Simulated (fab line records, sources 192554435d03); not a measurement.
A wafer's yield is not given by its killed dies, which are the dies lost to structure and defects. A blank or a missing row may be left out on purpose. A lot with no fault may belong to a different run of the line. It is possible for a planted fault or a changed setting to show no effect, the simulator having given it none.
Matching of chambers + flow n5 finfet + N5_BEOL_M5_ILD_DEP_00 on pecvd-01: 3 sister chambers
The step deposits SiCOH lowk from DEMS/porogen, target thk 140.64 nm, time 25.9 s. 3 wafers are shown with their chamber, then 8 later ones without.

== WAFERS PAIRED WITH THEIR CHAMBERS ==
| wafer  | chamber | throttle valve pct (%) |
|--------|---------|------------------------|
| L083.1 | 2       | 14.8                   |
| L083.3 | 0       | 13.4                   |
| L088.1 | 1       | 15.0                   |

== WAFERS MISSING THEIR CHAMBER ==
| wafer  | throttle valve pct (%) |
|--------|------------------------|
| L088.2 | 14.9                   |
| L088.5 | 14.9                   |
| L089.1 | 13.5                   |
| L089.2 | 14.8                   |
| L089.5 | 14.6                   |
| L091.3 | 13.2                   |
| L091.4 | 13.0                   |
| L091.5 | 14.9                   |

== WHICH CHAMBER EACH ONE RAN IN ==
| wafer  | from the rows above     | in truth |
|--------|-------------------------|----------|
| L088.2 | can't be placed: 1 or 2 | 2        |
| L088.5 | can't be placed: 1 or 2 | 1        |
| L089.1 | 0                       | 0        |
| L089.2 | can't be placed: 2 or 1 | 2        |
| L089.5 | can't be placed: 2 or 1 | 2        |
| L091.3 | 0                       | 0        |
| L091.4 | 0                       | 0        |
| L091.5 | can't be placed: 1 or 2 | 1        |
Correctly placed: 3 of 8. These rows do not allow placing 5 (true chamber among the candidates in 5). Placed wrongly: 0.
How it was worked out, from the rows above alone: a wafer's distance from a chamber is the root of the sum, over the readings, of the square of ((its reading less the chamber's mean) divided by the reading's scatter). If the next closest chamber is less than 2 further off than the closest, the wafer can't be placed; otherwise it belongs to the closest. Each chamber's mean is taken over the wafers shown for it. The scatter (one wafer shown for each chamber): square how far every hidden wafer sits from the nearest shown wafer, average those squares and take the square root.
